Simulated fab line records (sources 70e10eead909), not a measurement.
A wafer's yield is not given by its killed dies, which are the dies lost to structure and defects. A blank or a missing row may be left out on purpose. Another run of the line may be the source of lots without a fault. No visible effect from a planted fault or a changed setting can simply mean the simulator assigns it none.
fab line records | flow nandHarc
record lots=13 wafers=39 lastDay=33
route steps=1302 shown P_ZERO_WELL@14 P_STI@83 P_GATE@122
lots that met no fault: taken from a fault-free run of the same line
startH: hours from the record's opening day to when the first of the lot's shown wafers began | waitH: hours elapsed since this lot's preceding step | " same as the row above | L1.1+2: a single row standing in for several wafers | - no value, or no start was given | * or withheld: withheld | < > ~ a bound
route shown NAME@n: a module of which the file shows steps, and the number in the route of the first | usual: average and standard deviation across the fault-free wafers | same: alike in all rows | chamber/n: place in a boat | sites: readings site by site | _std_site: their standard deviation | _edge_site: inner sites' mean taken away from outer sites' mean | radiusMm: for every site, how far away it sits from the centre of the wafer | mask NAME#n: copy n | behind: tool/chamber where the wafer was last shaped | hold: the reason the lot was held/the length of the hold in hours/how it ended | device: transistor that didn't switch, given as n, p or np | end of line: at the end of the route, the tests of the same wafers | a step without rows: its recipe alone | killed: dies that structure and defects cost at the first sort, which is not the same as the wafer's yield | map: per-die view of a wafer (x killed, . not killed, _ where there is no die)
set.NAME: the setting as run; set.NAME@STEP: as run at that earlier step | model.NAME: the simulator's own value behind a step, which no gauge read
one table for each step of the route and one row for each wafer, over a sample of lots
services: when a tool's chamber went out of use (startH, in hours from the record's first day, below 0 if earlier), for how many hours, and the reason
## steps
# step NHARC_P_ZERO_WELL_CD_MEAS_11
# recipe targetCdNm=500 landingEnergyEv=500
# usual cdNm=498/3.2
# columns lot.wafer tool chamber startH waitH cdNm
L647.3 cdSem-02 0 31.24 - 496
L647.4 " 0 " " 499
L647.6 " 0 " " 497
L648.1 cdSem-03 0 41.24 - 498
L648.2 " 0 " " 499
L648.5 " 0 " " 501
L649.2 cdSem-02 0 51.24 - 500
L649.3 " 0 " " 504
L649.4 " 0 " " 496
L650.1 cdSem-01 0 61.30 - 494
L650.3 " 0 " " 498
L650.6 " 0 " " 494
L651.1 cdSem-03 0 71.13 - 494
L651.3 " 0 " " 500
L651.4 " 0 " " 504
L653.2 cdSem-03 0 91.29 - 502
L653.3 " 0 " " 501
L653.6 " 0 " " 498
L655.3 cdSem-01 0 111.25 - 499
L655.4 " 0 " " 500
L655.6 " 0 " " 498
L658.1 cdSem-01 0 141.24 - 501
L658.2 " 0 " " 499
L658.6 " 0 " " 498
L659.1 cdSem-01 0 151.24 - 499
L659.4 " 0 " " 497
L659.5 " 0 " " 495
L660.2 cdSem-02 0 161.25 - 490
L660.3 " 0 " " 495
L660.6 " 0 " " 498
L661.4 cdSem-02 0 171.25 - 500
L661.5 " 0 " " 497
L661.6 " 0 " " 494
L662.1 cdSem-03 0 181.25 - 498
L662.3 " 0 " " 494
L662.5 " 0 " " 495
L669.3 cdSem-01 0 251.25 - 499
L669.4 " 0 " " 503
L669.5 " 0 " " 495
# step NHARC_P_ZERO_WELL_EXPOSE_21
# recipe na=0.6 targetCdNm=720 doseMj=22.31 maskId=P_NWELL
# columns lot.wafer tool chamber startH waitH mask
L647.3+4+6 krfScanner-03 0 32.43 - P_NWELL#0
L648.1+2+5 krfScanner-02 0 42.46 - P_NWELL#0
L649.2+3+4 krfScanner-04 0 53.19 - P_NWELL#0
L650.1+3+6 krfScanner-04 0 62.47 - P_NWELL#0
L651.1+3+4 krfScanner-03 0 72.53 - P_NWELL#0
L653.2+3+6 krfScanner-04 0 92.48 - P_NWELL#0
L655.3+4+6 krfScanner-03 0 112.44 - P_NWELL#0
L658.1+2+6 krfScanner-03 0 142.43 - P_NWELL#0
L659.1+4+5 krfScanner-04 0 152.43 - P_NWELL#0
L660.2+3+6 krfScanner-03 0 162.60 - P_NWELL_R1#0
L661.4+5+6 krfScanner-03 0 172.32 - P_NWELL#0
L662.1+3+5 krfScanner-02 0 182.45 - P_NWELL#0
L669.3+4+5 krfScanner-03 0 252.44 - P_NWELL#0
# step NHARC_P_ZERO_WELL_CD_MEAS_24
# recipe targetCdNm=720 landingEnergyEv=500
# usual cdNm=718/3.2
# columns lot.wafer tool chamber startH waitH cdNm
L647.3 cdSem-02 0 32.58 - 717
L647.4 " 0 " " 718
L647.6 " 0 " " 719
L648.1 cdSem-01 0 42.62 - 714
L648.2 " 0 " " 712
L648.5 " 0 " " 721
L649.2 cdSem-01 0 53.35 - 721
L649.3 " 0 " " 720
L649.4 " 0 " " 717
L650.1 cdSem-02 0 62.63 - 717
L650.3 " 0 " " 715
L650.6 " 0 " " 718
L651.1 cdSem-01 0 72.68 - 716
L651.3 " 0 " " 714
L651.4 " 0 " " 717
L653.2 cdSem-01 0 92.63 - 720
L653.3 " 0 " " 722
L653.6 " 0 " " 719
L655.3 cdSem-02 0 112.59 - 718
L655.4 " 0 " " 718
L655.6 " 0 " " 723
L658.1 cdSem-01 0 142.58 - 714
L658.2 " 0 " " 715
L658.6 " 0 " " 721
L659.1 cdSem-02 0 152.59 - 717
L659.4 " 0 " " 719
L659.5 " 0 " " 719
L660.2 cdSem-02 0 162.75 - 698
L660.3 " 0 " " 698
L660.6 " 0 " " 699
L661.4 cdSem-03 0 172.46 - 717
L661.5 " 0 " " 718
L661.6 " 0 " " 722
L662.1 cdSem-02 0 182.61 - 719
L662.3 " 0 " " 721
L662.5 " 0 " " 721
L669.3 cdSem-03 0 252.60 - 724
L669.4 " 0 " " 716
L669.5 " 0 " " 722
# step NHARC_P_STI_CD_MEAS_09
# recipe targetCdNm=200 landingEnergyEv=500
# usual cdNm=199/3.1
# columns lot.wafer tool chamber startH waitH cdNm
L647.3 cdSem-01 0 54.81 - 198
L647.4 " 0 " " 196
L647.6 " 0 " " 200
L648.1 cdSem-01 0 62.61 - 197
L648.2 " 0 " " 199
L648.5 " 0 " " 199
L649.2 cdSem-03 0 73.04 - 200
L649.3 " 0 " " 201
L649.4 " 0 " " 204
L650.1 cdSem-01 0 82.82 - 203
L650.3 " 0 " " 197
L650.6 " 0 " " 198
L651.1 cdSem-03 0 94.46 - 196
L651.3 " 0 " " 198
L651.4 " 0 " " 199
L653.2 cdSem-03 0 117.01 - 201
L653.3 " 0 " " 203
L653.6 " 0 " " 194
L655.3 cdSem-03 0 133.47 - 191
L655.4 " 0 " " 198
L655.6 " 0 " " 197
L658.1 cdSem-01 0 164.98 - 203
L658.2 " 0 " " 202
L658.6 " 0 " " 205
L659.1 cdSem-03 0 172.85 - 196
L659.4 " 0 " " 198
L659.5 " 0 " " 201
L660.2 cdSem-01 0 183.53 - 202
L660.3 " 0 " " 201
L660.6 " 0 " " 202
L661.4 cdSem-02 0 194.25 - 193
L661.5 " 0 " " 198
L661.6 " 0 " " 201
L662.1 cdSem-03 0 203.07 - 205
L662.3 " 0 " " 202
L662.5 " 0 " " 199
L669.3 cdSem-03 0 272.87 - 198
L669.4 " 0 " " 200
L669.5 " 0 " " 198
# step NHARC_P_GATE_CD_MEAS_11
# recipe targetCdNm=1640 landingEnergyEv=500
# usual cdNm=1640.1/2
# columns lot.wafer tool chamber startH waitH cdNm
L647.3 cdSem-02 0 86.84 - 1640.5
L647.4 " 0 " " 1638.2
L647.6 " 0 " " 1641.1
L648.1 cdSem-02 0 100.76 - 1640.0
L648.2 " 0 " " 1640.8
L648.5 " 0 " " 1639.3
L649.2 cdSem-02 0 112.09 - 1643.0
L649.3 " 0 " " 1641.1
L649.4 " 0 " " 1642.2
L650.1 cdSem-03 0 122.58 - 1638.8
L650.3 " 0 " " 1636.2
L650.6 " 0 " " 1635.9
L651.1 cdSem-03 0 130.66 - 1639.3
L651.3 " 0 " " 1643.0
L651.4 " 0 " " 1641.0
L653.2 cdSem-02 0 157.01 - 1637.2
L653.3 " 0 " " 1639.8
L653.6 " 0 " " 1640.8
L655.3 cdSem-02 0 170.34 - 1641.0
L655.4 " 0 " " 1639.0
L655.6 " 0 " " 1640.1
L658.1 cdSem-03 0 203.85 - 1640.5
L658.2 " 0 " " 1640.6
L658.6 " 0 " " 1642.3
L659.1 cdSem-01 0 209.12 - 1639.3
L659.4 " 0 " " 1638.0
L659.5 " 0 " " 1639.4
L660.2 cdSem-01 0 229.92 - 1640.3
L660.3 " 0 " " 1638.9
L660.6 " 0 " " 1636.8
L661.4 cdSem-02 0 230.09 - 1640.5
L661.5 " 0 " " 1639.1
L661.6 " 0 " " 1642.7
L662.1 cdSem-02 0 246.62 - 1640.9
L662.3 " 0 " " 1642.5
L662.5 " 0 " " 1638.8
L669.3 cdSem-03 0 309.23 - 1639.3
L669.4 " 0 " " 1641.5
L669.5 " 0 " " 1641.0
## services
# columns tool chamber startH hours kind
krfScanner-04 - 10.00 4.0 pm
krfScanner-04 - 39.11 0.2 repair
krfScanner-03 0 42.97 - calibration
krfScanner-03 - 46.14 5.0 repair
krfScanner-03 - 52.00 4.0 pm
krfScanner-03 - 72.57 5.9 repair
krfScanner-03 - 82.59 2.0 repair
krfScanner-02 0 92.47 - calibration
krfScanner-02 - 94.00 4.0 pm
krfScanner-04 0 104.25 - calibration
krfScanner-04 - 147.65 2.0 repair
krfScanner-04 - 182.00 4.0 pm
krfScanner-02 - 185.57 1.2 repair
krfScanner-04 - 199.06 1.9 repair
krfScanner-03 0 210.23 - calibration
krfScanner-03 - 224.00 4.0 pm
krfScanner-04 - 239.83 1.5 repair
krfScanner-02 0 249.06 - calibration
## key
firstSign step=NHARC_P_ZERO_WELL_EXPOSE_21 reading=mask direction=changed
effect step=NHARC_P_ZERO_WELL_CD_MEAS_24 reading=cdNm direction=down sigmas=6.2 usual=718 struck=698
metAt NHARC_P_ZERO_WELL_EXPOSE_21
struckLots L660
testerLeftOut L660
notActingAt NHARC_P_ZERO_WELL_CD_MEAS_11,NHARC_P_STI_CD_MEAS_09,NHARC_P_GATE_CD_MEAS_11
onsetBetween 142.43 162.60
fault kind=wrongMask tool=any chamber=- onsetH=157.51 steps=NHARC_P_ZERO_WELL_EXPOSE_21 auxCopy=P_NWELL_R1#0 cdOffsetNm=-16.868 scope=struckLotsOnly
# testerLeftOut: of these lots the tester's yield and bins aren't shown, on N5 and GAA mostly nor the transistor test; their killed dies are dies lost to structure and defects alone, not to doping, threshold or leakage, so they don't give the yield
